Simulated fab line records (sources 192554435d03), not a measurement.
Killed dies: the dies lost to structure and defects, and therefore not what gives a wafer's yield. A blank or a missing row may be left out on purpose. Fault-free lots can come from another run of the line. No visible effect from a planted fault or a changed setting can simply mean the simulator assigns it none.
Matching of chambers :: flow n5Finfet :: N5_BEOL_M12_ETCH_67 on rieDiel-06 has 4 sister chambers
The step etches SiARC in CF4, target depth 143 nm, time 238.3 s. 14 wafers are shown with their chamber, then 7 later ones without.

== WAFERS WITH THEIR CHAMBER ==
wafer: L076.3
chamber: 0
showerheadPlenumPTorr (Torr): 2.14
drypumpMotorCurrentA (A): 5.6
throttleValvePct (%): 15.74

wafer: L076.5
chamber: 0
showerheadPlenumPTorr (Torr): 2.14
drypumpMotorCurrentA (A): 5.6
throttleValvePct (%): 15.73

wafer: L076.6
chamber: 2
showerheadPlenumPTorr (Torr): 2.28
drypumpMotorCurrentA (A): 6.6
throttleValvePct (%): 15.29

wafer: L077.2
chamber: 2
showerheadPlenumPTorr (Torr): 2.28
drypumpMotorCurrentA (A): 6.7
throttleValvePct (%): 15.28

wafer: L077.4
chamber: 2
showerheadPlenumPTorr (Torr): 2.28
drypumpMotorCurrentA (A): 6.6
throttleValvePct (%): 15.28

wafer: L077.5
chamber: 0
showerheadPlenumPTorr (Torr): 2.14
drypumpMotorCurrentA (A): 5.6
throttleValvePct (%): 15.76

wafer: L084.3
chamber: 1
showerheadPlenumPTorr (Torr): 2.06
drypumpMotorCurrentA (A): 4.9
throttleValvePct (%): 16.08

wafer: L084.4
chamber: 0
showerheadPlenumPTorr (Torr): 2.14
drypumpMotorCurrentA (A): 5.6
throttleValvePct (%): 15.76

wafer: L084.5
chamber: 2
showerheadPlenumPTorr (Torr): 2.27
drypumpMotorCurrentA (A): 6.6
throttleValvePct (%): 15.32

wafer: L091.3
chamber: 0
showerheadPlenumPTorr (Torr): 2.13
drypumpMotorCurrentA (A): 5.6
throttleValvePct (%): 15.80

wafer: L091.5
chamber: 3
showerheadPlenumPTorr (Torr): 2.27
drypumpMotorCurrentA (A): 5.4
throttleValvePct (%): 15.50

wafer: L091.6
chamber: 0
showerheadPlenumPTorr (Torr): 2.13
drypumpMotorCurrentA (A): 5.6
throttleValvePct (%): 15.79

wafer: L095.1
chamber: 0
showerheadPlenumPTorr (Torr): 2.13
drypumpMotorCurrentA (A): 5.6
throttleValvePct (%): 15.82

wafer: L095.4
chamber: 3
showerheadPlenumPTorr (Torr): 2.27
drypumpMotorCurrentA (A): 5.5
throttleValvePct (%): 15.53

SIGNATURES (averages over the wafers above)
reading: showerheadPlenumPTorr
chamber 0: 2.1357
chamber 1: 2.0600
chamber 2: 2.2775
chamber 3: 2.2700
scatter within a chamber: 0.00496

reading: drypumpMotorCurrentA
chamber 0: 5.600
chamber 1: 4.900
chamber 2: 6.625
chamber 3: 5.450
scatter within a chamber: 0.0354

reading: throttleValvePct
chamber 0: 15.7714
chamber 1: 16.0800
chamber 2: 15.2925
chamber 3: 15.5150
scatter within a chamber: 0.0283
Rule: for each reading, subtract the chamber's mean from the wafer's reading, divide by that reading's scatter and square the result; add these up over the readings and take the root, which gives the wafer's distance from the chamber. If the next closest chamber is less than 2 further off than the closest, the wafer can't be placed; otherwise it belongs to the closest. The scatter is the square root of a quotient: the sum, over the shown wafers, of each reading's squared deviation from its chamber's mean, divided by wafers minus chambers.

== WAFERS WITHOUT THEIR CHAMBER ==
wafer: L095.5
showerheadPlenumPTorr (Torr): 2.26
drypumpMotorCurrentA (A): 5.5
throttleValvePct (%): 15.52

wafer: L096.1
showerheadPlenumPTorr (Torr): 2.05
drypumpMotorCurrentA (A): 4.9
throttleValvePct (%): 16.11

wafer: L096.2
showerheadPlenumPTorr (Torr): 2.13
drypumpMotorCurrentA (A): 5.6
throttleValvePct (%): 15.83

wafer: L096.5
showerheadPlenumPTorr (Torr): 2.13
drypumpMotorCurrentA (A): 5.6
throttleValvePct (%): 15.82

wafer: L097.2
showerheadPlenumPTorr (Torr): 2.26
drypumpMotorCurrentA (A): 6.6
throttleValvePct (%): 15.37

wafer: L097.3
showerheadPlenumPTorr (Torr): 2.26
drypumpMotorCurrentA (A): 5.4
throttleValvePct (%): 15.55

wafer: L097.5
showerheadPlenumPTorr (Torr): 2.13
drypumpMotorCurrentA (A): 5.6
throttleValvePct (%): 15.82

== CHAMBER TAKEN BY EACH ==
wafer: L095.5
from the rows above: 3
in truth: 3

wafer: L096.1
from the rows above: 1
in truth: 1

wafer: L096.2
from the rows above: 0
in truth: 0

wafer: L096.5
from the rows above: 0
in truth: 0

wafer: L097.2
from the rows above: 2
in truth: 2

wafer: L097.3
from the rows above: 3
in truth: 3

wafer: L097.5
from the rows above: 0
in truth: 0
7 of 7 placed correctly. Number that these rows cannot place: 0. 0 placed wrongly.
